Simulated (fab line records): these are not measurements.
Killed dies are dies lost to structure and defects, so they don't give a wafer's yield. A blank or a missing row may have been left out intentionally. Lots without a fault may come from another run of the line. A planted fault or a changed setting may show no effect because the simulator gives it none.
Which tool was responsible? + flow n5_finfet + at 1 step of a route of 1938, 11 lots with 32 wafers sampled

== WHAT EACH GAUGE READ, for each wafer ==
N5_BEOL_M15_CD_MEAS_28: target cd 407.6 nm.
| lot  | measured     | on        | cd_nm (nm)        |
|------|--------------|-----------|-------------------|
| L270 | day 10 12:07 | cd_sem-02 | 405.3 407.5 406.4 |
| L273 | day 11 10:57 | cd_sem-02 | 407.4 409.2 408.4 |
| L274 | day 12 05:04 | cd_sem-01 | 409.1 410.6 408.5 |
| L276 | day 12 22:14 | cd_sem-02 | 407.3 407.4 406.7 |
| L278 | day 14 03:24 | cd_sem-02 | 409.7 408.5 407.6 |
| L279 | day 14 05:18 | cd_sem-02 | 408.0 406.7 406.2 |
| L280 | day 14 06:41 | cd_sem-01 | 411.2 410.4 411.7 |
| L281 | day 14 09:51 | cd_sem-01 | 408.3 408.3 406.9 |
| L284 | day 15 05:13 | cd_sem-01 | 410.0 410.4       |
| L286 | day 15 23:34 | cd_sem-01 | 408.3 409.1 407.8 |
| L290 | day 16 14:26 | cd_sem-01 | 409.9 408.6 410.1 |

== TOOL THAT RAN EACH LOT (tool first, then ch and the chambers of the sampled wafers, then the start) ==
No process step before these readings appears in the record.

== AS READ BY THE TOOLS THEMSELVES (means over the sampled wafers that have a number; for cases with no such wafer, the mark the record gives instead) ==
The record holds no such reading with a usual standard deviation.

== THE ANSWER, worked out from the rows above alone ==
Rule: the usual values come from the lots themselves. The widest of any qualifying gaps counts: lots, ordered by their means at a reading, are off when they make up no more than a third of the lots, leave a main group of 4 or more, and stand apart from it by 3 or more times the standard deviation of that group's means. A main group is skipped when, at the precision printed for the reading in the tables above, its means are all equal. A lot without any number at a reading at which 4 lots or more have one is off too. Any other lot the step has rows for is counted as sound. The gauges are gone through in route order, then the tools' own readings, and for those a lot's mean is taken as printed above. The first step at which some lot is off is used, and at that step the reading that is off furthest; a lot without a number counts as furthest.
Nothing can be told from this: no lot is off at any reading shown.

== WHAT HAD BEEN PUT IN BY THE SIMULATOR ==
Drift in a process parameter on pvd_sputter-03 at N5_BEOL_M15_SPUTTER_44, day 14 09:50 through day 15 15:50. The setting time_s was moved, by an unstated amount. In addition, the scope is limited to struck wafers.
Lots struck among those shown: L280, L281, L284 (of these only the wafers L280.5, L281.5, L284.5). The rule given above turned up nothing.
